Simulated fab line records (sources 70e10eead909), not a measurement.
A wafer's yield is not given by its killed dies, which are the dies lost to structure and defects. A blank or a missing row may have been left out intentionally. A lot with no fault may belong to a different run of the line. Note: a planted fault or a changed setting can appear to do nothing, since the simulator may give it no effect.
fab line records	flow nandHarc
record: lots: 14	wafers: 42	lastDay: 33
route steps=1302 shown P_GATE@204 END@1302
lots that met no fault: from a run of the same line without faults
startH: hours from the record's first day to the start of the lot's first wafer shown	waitH: hours elapsed since this lot's preceding step	" identical to the entry in the row above	L1.1+2: a single row standing in for several wafers	- value missing, or start not given	* or withheld: withheld	< > ~ a bound
route shown NAME@n: names a module that has steps shown in the file, with the first one's number in the route	usual: mean and standard deviation over wafers with no fault	same: alike in all rows	chamber/n: place in a boat	sites: per-site readings	_std_site: the values' standard deviation	_edge_site: mean of outer sites minus mean of inner sites	radiusMm: for every site, how far away it sits from the centre of the wafer	mask NAME#n: copy n	behind: the tool/chamber that last shaped the wafer	hold: the reason the lot was held/the length of the hold in hours/how it ended	device: which transistor (n, p or np) failed to switch	end of line: tests run on the same wafers once the route is complete	where a step has no rows: the recipe by itself	killed: at the first sort, the dies lost to defects and structure; wafer yield is something else	map: per-die view of a wafer (x killed, . not killed, _ where there is no die)
set.NAME: the setting as run; set.NAME@STEP: as run at that earlier step	model.NAME: the simulator's own value behind a step, which no gauge read
route steps across a sampled set of lots; one table per step, one row per wafer
services: the hour from which a tool's chamber was out of use, counted from the record's first day as startH (under 0 if before that day), plus the number of hours and why
== steps ==
step: NHARC_P_GATE_STRIP_113
recipe: powerW: 1500	tempC: 110	timeS: 740	chemistry: N2/H2
usual: drypumpMotorCurrentA: 6.06/0.23	heaterPowerW: 79/5.3
lot.wafer	tool	chamber	startH	waitH	drypumpMotorCurrentA	heaterPowerW	rfHoursCounterH
L686.1	plasmaAsher-02	0	114.03	0.2	6.31	77	8
L686.3	"	1	"	"	5.76	78	-
L686.6	"	1	"	"	5.75	78	-
L688.2	plasmaAsher-02	1	133.51	0.2	5.75	76	12
L688.3	"	1	"	"	5.75	75	-
L688.4	"	0	"	"	6.36	79	-
L689.4	plasmaAsher-02	1	146.48	0.3	5.77	76	-
L689.3	"	0	"	"	6.34	77	-
L689.5	"	0	"	"	6.36	77	-
L690.2	plasmaAsher-02	0	151.60	0.3	6.31	77	16
L690.3	"	1	"	"	5.76	77	-
L690.6	"	0	"	"	6.31	77	-
L691.1	plasmaAsher-02	0	167.56	0.2	6.35	76	20
L691.2	"	1	"	"	5.77	75	20
L691.6	"	1	"	"	5.75	76	-
L692.1	plasmaAsher-01	0	177.28	0.3	6.03	86	1
L692.4	"	0	"	"	6.03	88	-
L692.5	"	1	"	"	6.13	78	-
L693.1	plasmaAsher-01	1	182.98	0.2	6.16	75	3
L693.4	"	0	"	"	6.03	89	-
L693.6	"	1	"	"	6.18	76	-
L694.2	plasmaAsher-02	0	195.31	0.3	6.36	77	27
L694.6	"	1	"	"	5.76	78	-
L694.5	"	0	"	"	6.34	76	-
L703.2	plasmaAsher-01	1	279.04	0.3	6.15	77	23
L703.3	"	0	"	"	6.03	90	-
L703.5	"	1	"	"	6.15	77	-
L704.3	plasmaAsher-01	0	293.12	0.4	6.05	87	-
L704.4	"	1	"	"	6.17	76	-
L704.5	"	1	"	"	6.17	75	-
L705.1	plasmaAsher-02	1	300.59	0.2	5.74	73	10
L705.2	"	0	"	"	6.32	78	10
L705.3	"	1	"	"	5.77	75	-
L706.2	plasmaAsher-02	0	323.62	0.3	6.34	79	13
L706.3	"	1	"	"	5.75	77	-
L706.5	"	1	"	"	5.75	73	-
L708.2	plasmaAsher-01	1	337.18	0.3	6.16	77	32
L708.3	"	1	"	"	6.19	78	-
L708.6	"	0	"	"	6.05	90	-
L709.3	plasmaAsher-02	0	343.59	0.6	6.35	78	-
L709.5	"	0	"	"	6.32	77	-
L709.6	"	1	"	"	5.74	75	-
step: NHARC_P_GATE_STRIP_95
recipe: powerW: 1500	tempC: 250	chemistry: O2
usual: drypumpMotorCurrentA: 6.07/0.24	heaterPowerW: 296/20
lot.wafer	tool	chamber	startH	waitH	drypumpMotorCurrentA	heaterPowerW	rfHoursCounterH
L686.1	plasmaAsher-02	0	114.74	0.6	6.32	286	9
L686.3	"	1	"	"	5.74	290	-
L686.6	"	1	"	"	5.73	288	-
L688.2	plasmaAsher-02	1	134.23	0.6	5.76	291	13
L688.3	"	1	"	"	5.75	286	-
L688.4	"	0	"	"	6.33	290	-
L689.4	plasmaAsher-02	1	146.98	0.4	5.76	290	-
L689.3	"	0	"	"	6.33	290	-
L689.5	"	0	"	"	6.32	295	-
L690.2	plasmaAsher-02	0	152.20	0.5	6.35	278	17
L690.3	"	1	"	"	5.74	285	-
L690.6	"	0	"	"	6.36	285	-
L691.1	plasmaAsher-02	0	168.28	0.6	6.37	281	21
L691.2	"	1	"	"	5.76	284	21
L691.6	"	1	"	"	5.75	292	-
L692.1	plasmaAsher-01	0	177.90	0.5	6.05	339	1
L692.4	"	0	"	"	6.04	345	-
L692.5	"	1	"	"	6.15	287	-
L693.1	plasmaAsher-01	1	183.69	0.6	6.20	288	3
L693.4	"	0	"	"	6.03	339	-
L693.6	"	1	"	"	6.18	278	-
L694.2	plasmaAsher-02	0	195.91	0.5	6.33	286	28
L694.6	"	1	"	"	5.76	290	-
L694.5	"	0	"	"	6.36	288	-
L703.2	plasmaAsher-01	1	279.66	0.5	6.12	286	23
L703.3	"	0	"	"	6.06	334	-
L703.5	"	1	"	"	6.16	273	-
L704.3	plasmaAsher-01	0	293.63	0.4	6.03	335	-
L704.4	"	1	"	"	6.14	286	-
L704.5	"	1	"	"	6.15	284	-
L705.1	plasmaAsher-02	1	301.29	0.6	5.76	278	11
L705.2	"	0	"	"	6.33	291	11
L705.3	"	1	"	"	5.76	277	-
L706.2	plasmaAsher-02	0	324.23	0.5	6.33	292	14
L706.3	"	1	"	"	5.76	276	-
L706.5	"	1	"	"	5.76	283	-
L708.2	plasmaAsher-01	1	337.79	0.5	6.15	287	33
L708.3	"	1	"	"	6.13	279	-
L708.6	"	0	"	"	6.07	327	-
L709.3	plasmaAsher-02	0	344.09	0.4	6.36	287	-
L709.5	"	0	"	"	6.32	292	-
L709.6	"	1	"	"	5.76	282	-
step: NHARC_P_GATE_SPUTTER_78
recipe: targetThkA: 100	material: Ni
lot.wafer	tool	chamber	startH	waitH
L686.3+1+6	pvdSputter-03	-	115.82	-
L688.3+2+4	pvdSputter-01	-	135.23	-
L689.4+3+5	pvdSputter-01	-	147.94	-
L690.2+3+6	pvdSputter-03	-	153.16	-
L691.1+2+6	pvdSputter-02	-	169.25	-
L692.4+1+5	pvdSputter-01	-	178.87	-
L692.4+1+5	pvdSputter-01	-	179.10	-
L693.1+4+6	pvdSputter-03	-	184.67	-
L694.2+6+5	pvdSputter-03	-	196.89	-
L694.2+6+5	pvdSputter-03	-	197.12	-
L703.2+3+5	pvdSputter-02	-	280.61	-
L704.3+4+5	pvdSputter-01	-	294.57	-
L705.1+3+2	pvdSputter-01	-	302.25	-
L706.2+3+5	pvdSputter-01	-	325.22	-
L708.2+3+6	pvdSputter-01	-	338.76	-
L709.3+6+5	pvdSputter-03	-	345.05	-
step: NHARC_P_GATE_RTA_80
recipe: tempC: 300	timeS: 30
usual: lampPowerPct: 2.18/0.038	wafer_temp_C_max: 301.2/0.33
lot.wafer	tool	chamber	startH	waitH	lampPowerPct	wafer_temp_C_max
L686.1	rtpAnneal-02	0	116.01	-	2.23	301.5
L686.3	"	0	"	"	2.23	301.8
L686.6	"	0	"	"	2.23	301.0
L688.2	rtpAnneal-02	0	135.45	-	2.23	302.7
L688.3	"	0	"	"	2.23	301.4
L688.4	"	0	"	"	2.23	301.5
L689.3	rtpAnneal-01	0	148.18	-	2.15	300.8
L689.4	"	0	"	"	2.15	301.3
L689.5	"	0	"	"	2.15	301.2
L690.2	rtpAnneal-02	0	153.38	-	2.23	302.0
L690.3	"	0	"	"	2.23	301.4
L690.6	"	0	"	"	2.23	301.3
L691.1	rtpAnneal-01	0	169.50	-	2.15	301.2
L691.2	"	0	"	"	2.15	301.4
L691.6	"	0	"	"	2.15	301.0
L692.1	rtpAnneal-01	0	179.30	-	2.15	301.3
L692.4	"	0	"	"	2.15	301.1
L692.5	"	0	"	"	2.15	300.9
L693.1	rtpAnneal-02	0	184.85	-	2.23	301.1
L693.4	"	0	"	"	2.23	301.7
L693.6	"	0	"	"	2.23	301.5
L694.2	rtpAnneal-01	0	197.57	-	2.15	301.4
L694.5	"	0	"	"	2.15	301.0
L694.6	"	0	"	"	2.15	301.3
L703.2	rtpAnneal-02	0	280.85	-	2.23	301.2
L703.3	"	0	"	"	2.23	301.6
L703.5	"	0	"	"	2.23	301.2
L704.3	rtpAnneal-02	0	294.82	-	2.23	301.2
L704.4	"	0	"	"	2.23	301.4
L704.5	"	0	"	"	2.23	301.8
L705.1	rtpAnneal-02	0	302.45	-	2.23	301.1
L705.2	"	0	"	"	2.23	301.1
L705.3	"	0	"	"	2.23	301.4
L706.2	rtpAnneal-02	0	325.44	-	2.24	301.0
L706.3	"	0	"	"	2.23	301.3
L706.5	"	0	"	"	2.24	301.6
L708.2	rtpAnneal-01	0	338.97	-	2.15	301.0
L708.3	"	0	"	"	2.15	301.1
L708.6	"	0	"	"	2.15	301.2
L709.3	rtpAnneal-01	0	345.29	-	2.15	300.8
L709.5	"	0	"	"	2.15	300.7
L709.6	"	0	"	"	2.16	301.0
step: NHARC_END_SORT_01
recipe: tempC: 25
usual: killedAtArray: 52/20	killedAtOther: 1.0/1.3	killedAtPeriphery: 3.7/2.2	killedDies: 57/20	killedOpen: 3.2/1.6	killedShort: 2.4/1.6
same: grossDies: 677
lot.wafer	tool	chamber	startH	waitH	killedAtArray	killedAtOther	killedAtPeriphery	killedDies	killedOpen	killedShort
L686.1	prober-01	0	564.44	2.5	48	1	2	51	2	3
L686.3	prober-01	0	566.06	3.1	48	3	3	54	4	3
L686.6	prober-01	0	568.48	4.0	48	0	4	52	6	7
L688.2	prober-02	0	577.96	2.8	53	0	2	55	0	3
L688.3	prober-02	0	578.77	3.1	47	0	2	49	3	2
L688.4	prober-02	0	579.58	3.4	54	0	2	56	4	3
L690.2	prober-01	0	616.80	2.8	23	0	1	24	1	1
L690.3	prober-01	0	617.60	3.1	16	0	1	17	1	2
L690.6	prober-01	0	620.00	4.0	16	1	2	19	3	3
L689.3	prober-02	0	617.54	3.1	67	0	5	72	6	2
L689.4	prober-02	0	618.34	3.4	54	1	2	57	3	1
L689.5	prober-02	0	619.14	3.7	59	0	9	68	3	1
L691.1	prober-02	0	624.40	2.5	69	0	5	74	3	2
L691.2	prober-02	0	625.19	2.8	59	1	3	63	1	2
L691.6	prober-02	0	628.35	3.9	75	0	0	75	3	1
L692.1	prober-01	0	632.63	2.5	101	1	3	105	4	1
L692.4	prober-01	0	635.00	3.4	80	0	5	85	2	1
L692.5	prober-01	0	635.80	3.7	70	0	4	74	5	0
L693.1	prober-02	0	632.64	2.5	23	4	3	30	3	0
L693.4	prober-02	0	635.08	3.4	20	0	5	25	5	4
L693.6	prober-02	0	636.70	4.1	28	1	1	30	5	1
L694.2	prober-01	0	641.21	2.8	61	1	4	66	5	5
L694.5	prober-01	0	643.60	3.7	54	0	3	57	1	3
L694.6	prober-01	0	644.40	4.0	47	1	3	51	4	1
L703.2	prober-01	0	727.73	2.8	80	1	6	87	3	1
L703.3	prober-01	0	728.51	3.1	77	0	10	87	5	4
L703.5	prober-01	0	730.08	3.6	68	0	8	76	2	3
L704.3	prober-02	0	748.90	3.0	59	1	2	62	4	2
L704.4	prober-02	0	749.69	3.3	53	1	3	57	2	0
L704.5	prober-02	0	750.48	3.6	64	2	5	71	5	0
L705.1	prober-01	0	761.57	2.5	73	0	6	79	3	3
L705.2	prober-01	0	762.38	2.8	78	0	2	80	2	6
L705.3	prober-01	0	763.18	3.1	81	0	4	85	3	6
L706.2	prober-01	0	778.37	2.8	49	5	1	55	4	4
L706.3	prober-01	0	779.16	3.1	47	1	4	52	3	0
L706.5	prober-01	0	780.74	3.7	46	1	3	50	2	2
L708.2	prober-01	0	800.01	2.8	60	0	3	63	3	4
L708.3	prober-01	0	800.81	3.1	40	1	4	45	1	2
L708.6	prober-01	0	803.22	4.0	62	0	5	67	5	3
L709.3	prober-02	0	800.77	3.1	51	1	1	53	3	3
L709.5	prober-02	0	802.38	3.7	36	0	2	38	1	3
L709.6	prober-02	0	803.19	4.0	42	0	0	42	2	4
killed by level:class
L686.1 A_CHANNEL_HOLE_D2:chamberFilmFlake=27 A_CONTACT:chamberFilmFlake=13 A_DECK1_JOINT:chamberFilmFlake=2 P_BONDPAD:geometricParticle:open=1 A_ONON_D1:geometricParticle:short=1 A_ONON_D2:geometricParticle:short=1 A_WL_FILL:geometricParticle:open=1 STARTING-WAFER:geometricParticle:short=1
L686.3 A_CHANNEL_HOLE_D2:chamberFilmFlake=30 A_CONTACT:chamberFilmFlake=9 THIN_TSV:chamberFilmFlake=3 P_STI:geometricParticle:open=1 P_M0:geometricParticle:open=1 A_SOURCE_PLATE:geometricParticle:short=1 A_CHANNEL_FILL_D1:geometricParticle:short=1 A_WL_FILL:geometricParticle:open=1
L686.6 A_CHANNEL_HOLE_D2:chamberFilmFlake=27 A_CONTACT:chamberFilmFlake=10 A_CHANNEL_FILL_D1:geometricParticle:short=3 A_BLC:geometricParticle:open=3 A_ONON_D2:geometricParticle:short=2 P_CONTACT:geometricParticle:open=1 P_M0:geometricParticle:open=1 P_M0:geometricParticle:short=1
L688.2 A_CHANNEL_HOLE_D1:chamberFilmFlake=30 A_CHANNEL_HOLE_D2:chamberFilmFlake=11 A_CONTACT:chamberFilmFlake=8 A_ONON_D2:geometricParticle:short=3 P_STI:chamberFilmFlake=1 P_GATE:chamberFilmFlake=1 A_WL_FILL:chamberFilmFlake=1
L688.3 A_CHANNEL_HOLE_D1:chamberFilmFlake=22 A_CHANNEL_HOLE_D2:chamberFilmFlake=17 A_CONTACT:chamberFilmFlake=3 P_M0:geometricParticle:open=1 A_DECK1_JOINT:geometricParticle:short=1 A_CHANNEL_FILL_D2:geometricParticle:short=1 A_SGD_CUT:geometricParticle:open=1 A_BLC:geometricParticle:open=1
L688.4 A_CHANNEL_HOLE_D1:chamberFilmFlake=26 A_CHANNEL_HOLE_D2:chamberFilmFlake=18 A_CONTACT:chamberFilmFlake=3 A_BLC:geometricParticle:open=2 P_M0:geometricParticle:short=1 A_SOURCE_PLATE:geometricParticle:short=1 A_ONON_D1:geometricParticle:short=1 A_CHANNEL_HOLE_D1:geometricParticle:open=1
L690.2 A_CHANNEL_HOLE_D2:chamberFilmFlake=8 A_CONTACT:chamberFilmFlake=8 A_CHANNEL_HOLE_D1:chamberFilmFlake=2 A_BLC:chamberFilmFlake=2 A_ONON_D1:geometricParticle:short=1 A_DECK1_JOINT:geometricParticle:open=1 P_GATE:chamberFilmFlake=1 A_SLIT:chamberFilmFlake=1
L689.3 A_CHANNEL_HOLE_D2:chamberFilmFlake=32 A_SLIT:chamberFilmFlake=21 P_M0:chamberFilmFlake=3 A_CHANNEL_FILL_D1:geometricParticle:open=2 A_BLC:geometricParticle:open=2 P_GATE:chamberFilmFlake=2 A_CONTACT:chamberFilmFlake=2 A_ONON_D1:geometricParticle:open=1
L690.3 A_CHANNEL_HOLE_D2:chamberFilmFlake=7 A_STAIRCASE:chamberFilmFlake=3 A_CHANNEL_HOLE_D1:chamberFilmFlake=2 A_CHANNEL_HOLE_D1:geometricParticle:open=1 A_ONON_D2:geometricParticle:short=1 A_STAIRCASE:geometricParticle:short=1 P_M0:chamberFilmFlake=1 A_CONTACT:chamberFilmFlake=1
L689.4 A_CHANNEL_HOLE_D2:chamberFilmFlake=25 A_SLIT:chamberFilmFlake=23 A_ONON_D1:geometricParticle:short=1 A_ONON_D2:geometricParticle:open=1 A_WL_FILL:geometricParticle:open=1 A_BLC:geometricParticle:open=1 P_STI:chamberFilmFlake=1 P_GATE:chamberFilmFlake=1
L689.5 A_SLIT:chamberFilmFlake=26 A_CHANNEL_HOLE_D2:chamberFilmFlake=24 P_M0:chamberFilmFlake=5 A_CHANNEL_HOLE_D1:chamberFilmFlake=4 P_GATE:chamberFilmFlake=3 P_M0:geometricParticle:open=1 A_DECK1_JOINT:geometricParticle:open=1 A_ONON_D2:geometricParticle:open=1
L690.6 A_CHANNEL_HOLE_D2:chamberFilmFlake=6 A_CONTACT:chamberFilmFlake=3 A_BLC:geometricParticle:short=2 A_CHANNEL_HOLE_D1:chamberFilmFlake=2 P_CONTACT:geometricParticle:short=1 A_DECK1_JOINT:geometricParticle:open=1 A_ONON_D2:geometricParticle:open=1 A_SGD_CUT:geometricParticle:open=1
L691.1 A_CHANNEL_HOLE_D2:chamberFilmFlake=27 A_SLIT:chamberFilmFlake=26 A_CONTACT:chamberFilmFlake=5 A_CHANNEL_HOLE_D1:chamberFilmFlake=4 P_M0:geometricParticle:open=2 P_ZERO_WELL:chamberFilmFlake=2 A_STAIRCASE:chamberFilmFlake=2 A_DECK1_JOINT:geometricParticle:short=1
L691.2 A_SLIT:chamberFilmFlake=27 A_CHANNEL_HOLE_D2:chamberFilmFlake=18 A_STAIRCASE:chamberFilmFlake=5 A_CONTACT:chamberFilmFlake=3 P_GATE:chamberFilmFlake=2 A_WL_FILL:chamberFilmFlake=2 A_CHANNEL_HOLE_D2:geometricParticle:short=1 A_CHANNEL_FILL_D2:geometricParticle:open=1
L691.6 A_CHANNEL_HOLE_D2:chamberFilmFlake=30 A_SLIT:chamberFilmFlake=30 A_CHANNEL_HOLE_D1:chamberFilmFlake=5 A_WL_FILL:chamberFilmFlake=2 A_ONON_D1:geometricParticle:open=1 A_CHANNEL_HOLE_D2:geometricParticle:open=1 A_CHANNEL_FILL_D2:geometricParticle:short=1 A_SGD_CUT:geometricParticle:open=1
L692.1 A_CHANNEL_HOLE_D1:chamberFilmFlake=30 A_CHANNEL_HOLE_D2:chamberFilmFlake=28 A_SLIT:chamberFilmFlake=24 A_STAIRCASE:chamberFilmFlake=6 A_DECK1_JOINT:chamberFilmFlake=4 A_WL_FILL:chamberFilmFlake=2 A_CONTACT:chamberFilmFlake=2 P_M0:geometricParticle:open=1
L693.1 A_CHANNEL_HOLE_D2:chamberFilmFlake=11 A_CHANNEL_HOLE_D1:chamberFilmFlake=4 THIN_TSV:chamberFilmFlake=4 A_STAIRCASE:chamberFilmFlake=2 A_M0:chamberFilmFlake=2 P_CONTACT:geometricParticle:open=1 A_ONON_D1:geometricParticle:open=1 A_CHANNEL_HOLE_D1:geometricParticle:open=1
L692.4 A_SLIT:chamberFilmFlake=27 A_CHANNEL_HOLE_D2:chamberFilmFlake=27 A_CHANNEL_HOLE_D1:chamberFilmFlake=12 A_CONTACT:chamberFilmFlake=6 P_ZERO_WELL:chamberFilmFlake=3 A_WL_FILL:chamberFilmFlake=2 A_ONON_D2:geometricParticle:open=1 A_SGD_CUT:geometricParticle:short=1
L693.4 A_CHANNEL_HOLE_D2:chamberFilmFlake=5 A_CHANNEL_HOLE_D1:chamberFilmFlake=3 A_STAIRCASE:chamberFilmFlake=3 A_M0:chamberFilmFlake=3 P_CONTACT:geometricParticle:open=2 P_M1:geometricParticle:open=2 P_M0:geometricParticle:open=1 A_SOURCE_PLATE:geometricParticle:short=1
L692.5 A_CHANNEL_HOLE_D1:chamberFilmFlake=23 A_SLIT:chamberFilmFlake=20 A_CHANNEL_HOLE_D2:chamberFilmFlake=13 A_CONTACT:chamberFilmFlake=5 P_ZERO_WELL:chamberFilmFlake=2 A_STAIRCASE:chamberFilmFlake=2 A_CHANNEL_FILL_D1:geometricParticle:open=1 A_DECK1_JOINT:geometricParticle:open=1
L693.6 A_CHANNEL_HOLE_D2:chamberFilmFlake=7 A_CHANNEL_HOLE_D1:chamberFilmFlake=6 A_STAIRCASE:chamberFilmFlake=4 A_CONTACT:geometricParticle:open=2 A_CHANNEL_FILL_D1:chamberFilmFlake=2 A_CONTACT:chamberFilmFlake=2 A_M0:chamberFilmFlake=2 P_CONTACT:geometricParticle:open=1
L694.2 A_CHANNEL_HOLE_D1:chamberFilmFlake=29 A_CHANNEL_HOLE_D2:chamberFilmFlake=16 A_STAIRCASE:chamberFilmFlake=3 A_SLIT:chamberFilmFlake=3 P_CONTACT:geometricParticle:open=2 A_CHANNEL_FILL_D2:geometricParticle:short=2 A_CONTACT:chamberFilmFlake=2 P_M1:geometricParticle:open=1
L694.5 A_CHANNEL_HOLE_D1:chamberFilmFlake=28 A_CHANNEL_HOLE_D2:chamberFilmFlake=17 A_STAIRCASE:chamberFilmFlake=3 P_ZERO_WELL:chamberFilmFlake=2 A_CHANNEL_HOLE_D1:geometricParticle:short=1 A_CHANNEL_FILL_D1:geometricParticle:short=1 A_DECK1_JOINT:geometricParticle:open=1 A_ONON_D2:geometricParticle:short=1
L694.6 A_CHANNEL_HOLE_D1:chamberFilmFlake=30 A_CHANNEL_HOLE_D2:chamberFilmFlake=11 P_ZERO_WELL:chamberFilmFlake=2 A_SOURCE_PLATE:geometricParticle:open=1 A_CHANNEL_FILL_D1:geometricParticle:short=1 A_DECK1_JOINT:geometricParticle:open=1 A_CHANNEL_HOLE_D2:geometricParticle:open=1 A_CHANNEL_FILL_D2:geometricParticle:open=1
L703.2 A_SLIT:chamberFilmFlake=36 A_CHANNEL_HOLE_D1:chamberFilmFlake=32 A_CHANNEL_FILL_D1:chamberFilmFlake=3 A_STAIRCASE:chamberFilmFlake=3 A_CONTACT:chamberFilmFlake=3 P_STI:chamberFilmFlake=2 P_CONTACT:chamberFilmFlake=2 P_CONTACT:geometricParticle:open=1
L703.3 A_CHANNEL_HOLE_D1:chamberFilmFlake=32 A_SLIT:chamberFilmFlake=31 P_STI:chamberFilmFlake=6 A_CONTACT:chamberFilmFlake=5 A_CHANNEL_FILL_D2:geometricParticle:open=2 P_GATE:chamberFilmFlake=2 P_CONTACT:geometricParticle:open=1 A_ONON_D1:geometricParticle:short=1
L703.5 A_SLIT:chamberFilmFlake=32 A_CHANNEL_HOLE_D1:chamberFilmFlake=23 P_STI:chamberFilmFlake=4 A_CONTACT:chamberFilmFlake=4 A_CHANNEL_FILL_D1:chamberFilmFlake=3 P_GATE:chamberFilmFlake=2 P_M0:geometricParticle:short=1 A_SOURCE_PLATE:geometricParticle:open=1
L704.3 A_CHANNEL_HOLE_D2:chamberFilmFlake=29 A_CHANNEL_HOLE_D1:chamberFilmFlake=6 A_SLIT:chamberFilmFlake=6 A_CONTACT:chamberFilmFlake=5 A_CHANNEL_FILL_D1:chamberFilmFlake=4 A_ZERO_WELL:chamberFilmFlake=2 A_M1:chamberFilmFlake=2 P_STI:geometricParticle:open=1
L704.4 A_CHANNEL_HOLE_D2:chamberFilmFlake=21 A_CHANNEL_HOLE_D1:chamberFilmFlake=10 A_SLIT:chamberFilmFlake=4 A_CONTACT:chamberFilmFlake=4 A_STAIRCASE:chamberFilmFlake=3 A_M1:chamberFilmFlake=3 P_ZERO_WELL:chamberFilmFlake=2 A_ZERO_WELL:chamberFilmFlake=2
L704.5 A_CHANNEL_HOLE_D2:chamberFilmFlake=27 A_CHANNEL_HOLE_D1:chamberFilmFlake=8 A_CONTACT:chamberFilmFlake=8 A_SLIT:chamberFilmFlake=6 A_ZERO_WELL:chamberFilmFlake=4 P_GATE:chamberFilmFlake=3 A_CHANNEL_FILL_D1:chamberFilmFlake=2 A_DECK1_JOINT:chamberFilmFlake=2
L705.1 A_SLIT:chamberFilmFlake=35 A_CHANNEL_HOLE_D1:chamberFilmFlake=22 A_CONTACT:chamberFilmFlake=6 P_GATE:chamberFilmFlake=4 A_STAIRCASE:chamberFilmFlake=3 P_GATE:geometricParticle:open=1 P_M0:geometricParticle:open=1 A_DECK1_JOINT:geometricParticle:short=1
L705.2 A_SLIT:chamberFilmFlake=32 A_CHANNEL_HOLE_D1:chamberFilmFlake=30 A_CONTACT:chamberFilmFlake=5 A_STAIRCASE:chamberFilmFlake=2 P_GATE:geometricParticle:short=1 A_ONON_D1:geometricParticle:short=1 A_CHANNEL_HOLE_D1:geometricParticle:open=1 A_CHANNEL_HOLE_D1:geometricParticle:short=1
L705.3 A_SLIT:chamberFilmFlake=33 A_CHANNEL_HOLE_D1:chamberFilmFlake=26 A_CONTACT:chamberFilmFlake=9 A_STAIRCASE:chamberFilmFlake=3 A_ONON_D1:geometricParticle:short=2 A_CHANNEL_FILL_D1:geometricParticle:short=2 P_GATE:chamberFilmFlake=2 A_CHANNEL_FILL_D1:chamberFilmFlake=2
L706.2 A_SLIT:chamberFilmFlake=31 A_CHANNEL_HOLE_D1:unspecified=3 A_CONTACT:chamberFilmFlake=3 THIN_TSV:chamberFilmFlake=3 A_ONON_D1:geometricParticle:open=1 A_CHANNEL_HOLE_D1:geometricParticle:short=1 A_CHANNEL_FILL_D1:geometricParticle:short=1 A_DECK1_JOINT:geometricParticle:open=1
L706.3 A_SLIT:chamberFilmFlake=34 A_BLC:chamberFilmFlake=3 A_CONTACT:chamberFilmFlake=3 P_GATE:chamberFilmFlake=2 A_CHANNEL_FILL_D2:chamberFilmFlake=2 P_GATE:geometricParticle:open=1 A_CHANNEL_FILL_D1:geometricParticle:open=1 A_BLC:geometricParticle:open=1
L706.5 A_SLIT:chamberFilmFlake=29 A_CONTACT:chamberFilmFlake=4 A_CHANNEL_HOLE_D1:unspecified=3 A_CHANNEL_FILL_D2:chamberFilmFlake=3 P_GATE:chamberFilmFlake=2 A_CHANNEL_HOLE_D1:chamberFilmFlake=2 P_CONTACT:geometricParticle:open=1 A_CHANNEL_FILL_D1:geometricParticle:short=1
L708.2 A_CHANNEL_HOLE_D2:chamberFilmFlake=32 A_CONTACT:chamberFilmFlake=10 A_SLIT:chamberFilmFlake=8 P_GATE:chamberFilmFlake=2 A_STAIRCASE:chamberFilmFlake=2 A_M1:chamberFilmFlake=2 P_GATE:geometricParticle:open=1 A_ONON_D1:geometricParticle:open=1
L709.3 A_CHANNEL_HOLE_D1:chamberFilmFlake=24 A_SLIT:chamberFilmFlake=10 A_STAIRCASE:chamberFilmFlake=5 A_CHANNEL_HOLE_D2:chamberFilmFlake=4 A_WL_FILL:chamberFilmFlake=2 P_M1:geometricParticle:short=1 A_CHANNEL_HOLE_D1:geometricParticle:open=1 A_ONON_D2:geometricParticle:short=1
L708.3 A_CHANNEL_HOLE_D2:chamberFilmFlake=27 A_CONTACT:chamberFilmFlake=4 A_SLIT:chamberFilmFlake=4 P_GATE:chamberFilmFlake=3 P_GATE:geometricParticle:short=1 A_ONON_D1:geometricParticle:short=1 A_WL_FILL:geometricParticle:open=1 A_CHANNEL_FILL_D1:chamberFilmFlake=1
L709.5 A_CHANNEL_HOLE_D1:chamberFilmFlake=21 A_SLIT:chamberFilmFlake=7 A_CONTACT:chamberFilmFlake=4 A_CHANNEL_FILL_D2:geometricParticle:short=2 P_CONTACT:geometricParticle:short=1 A_CHANNEL_FILL_D1:geometricParticle:open=1 P_STI:chamberFilmFlake=1 A_STAIRCASE:chamberFilmFlake=1
L709.6 A_CHANNEL_HOLE_D1:chamberFilmFlake=19 A_SLIT:chamberFilmFlake=8 A_STAIRCASE:chamberFilmFlake=4 A_ONON_D1:geometricParticle:short=2 A_CHANNEL_HOLE_D2:chamberFilmFlake=2 A_SOURCE_PLATE:geometricParticle:short=1 A_ONON_D2:geometricParticle:open=1 A_CHANNEL_FILL_D2:geometricParticle:open=1
L708.6 A_CHANNEL_HOLE_D2:chamberFilmFlake=27 A_CONTACT:chamberFilmFlake=12 A_SLIT:chamberFilmFlake=11 P_GATE:chamberFilmFlake=3 A_STAIRCASE:chamberFilmFlake=3 A_ONON_D1:geometricParticle:open=2 P_CONTACT:geometricParticle:short=1 A_ONON_D1:geometricParticle:short=1
== services ==
tool	chamber	startH	hours	kind
pvdSputter-02	-	92.98	1.8	repair
plasmaAsher-01	-	93.39	1.1	repair
pvdSputter-02	-	111.35	10.0	pm
pvdSputter-02	-	155.32	0.9	repair
pvdSputter-03	-	156.91	4.6	repair
pvdSputter-02	-	161.48	2.3	repair
plasmaAsher-01	-	165.17	9.0	pm
plasmaAsher-01	0	165.17	9.0	ventCycle
plasmaAsher-01	1	165.17	9.0	ventCycle
pvdSputter-03	-	170.01	10.0	pm
plasmaAsher-01	-	205.14	2.7	repair
pvdSputter-02	-	215.15	4.0	repair
pvdSputter-01	-	226.00	10.0	pm
pvdSputter-03	-	231.56	1.0	repair
plasmaAsher-02	-	249.00	9.0	pm
plasmaAsher-02	0	249.00	9.0	ventCycle
plasmaAsher-02	1	249.00	9.0	ventCycle
plasmaAsher-02	0	258.00	-	clean
plasmaAsher-02	1	258.00	-	clean
pvdSputter-02	-	289.35	10.0	pm
pvdSputter-03	-	298.60	0.5	repair
plasmaAsher-02	-	310.06	0.4	repair
pvdSputter-02	-	311.29	4.4	repair
plasmaAsher-01	-	342.17	9.0	pm
== key ==
firstSign: step: NHARC_P_GATE_SPUTTER_78	reading: visit	direction: added
effect none on later readings
metAt NHARC_P_GATE_SPUTTER_78
struckLots L692,L694
testerLeftOut L692,L694
notActingAt NHARC_P_GATE_STRIP_113,NHARC_P_GATE_STRIP_95,NHARC_P_GATE_RTA_80
fault: kind: repeatedStepWhole	tool: pvdSputter-01,pvdSputter-02,pvdSputter-03	chamber: -	onsetH: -	steps: NHARC_P_GATE_SPUTTER_78	times: 1	scope: struckLotsOnly
testerLeftOut: of these lots the tester's yield and bins aren't shown, on N5 and GAA mostly nor the transistor test; their killed dies are dies lost to structure and defects alone, not to doping, threshold or leakage, so they don't give the yield
